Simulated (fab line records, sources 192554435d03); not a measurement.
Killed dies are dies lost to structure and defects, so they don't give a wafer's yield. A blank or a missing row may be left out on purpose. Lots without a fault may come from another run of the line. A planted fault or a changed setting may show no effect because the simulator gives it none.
Chamber matching | flow n5_finfet | N5_HKMG_FIN_ETCH_35 on rie_diel-02: 4 sister chambers
The step etches SOC in N2/H2, target depth 215.8 nm, time 243.4 s. 8 wafers are shown with their chamber, then 8 later ones without.

WAFERS WITH THEIR CHAMBER
wafer  | chamber | showerhead_plenum_p_Torr (Torr) | throttle_valve_pct (%)
L075.5 | 0       | 2.72                            | 17.55
L078.2 | 0       | 2.71                            | 17.54
L078.6 | 2       | 2.52                            | 18.10
L080.1 | 3       | 2.65                            | 17.73
L088.1 | 2       | 2.51                            | 18.13
L088.2 | 1       | 2.68                            | 17.70
L088.5 | 1       | 2.68                            | 17.70
L089.1 | 3       | 2.64                            | 17.77

WAFERS WITHOUT THEIR CHAMBER
wafer  | showerhead_plenum_p_Torr (Torr) | throttle_valve_pct (%)
L089.2 | 2.68                            | 17.70
L089.5 | 2.68                            | 17.70
L090.1 | 2.68                            | 17.70
L090.4 | 2.64                            | 17.79
L090.5 | 2.70                            | 17.58
L091.3 | 2.64                            | 17.80
L091.4 | 2.70                            | 17.60
L091.5 | 2.51                            | 18.15

WHICH CHAMBER EACH WENT THROUGH
wafer  | from the rows above | in truth
L089.2 | 1                   | 1
L089.5 | 1                   | 1
L090.1 | 1                   | 1
L090.4 | 3                   | 3
L090.5 | 0                   | 0
L091.3 | 3                   | 3
L091.4 | 0                   | 0
L091.5 | 2                   | 2
Placed correctly: 8 of 8. Can't be placed from these rows: 0. Placed wrongly: 0.
How it was worked out, from the rows above alone: a wafer's distance from a chamber is the root of the sum, over the readings, of the square of ((its reading less the chamber's mean) divided by the reading's scatter). The wafer belongs to the nearest chamber; if the next one is less than 2 further off, it can't be placed. A chamber's mean is the mean of its shown wafers. The scatter: the root of (the sum of the squares of (reading less its chamber's mean) over the shown wafers, divided by (wafers less chambers)).
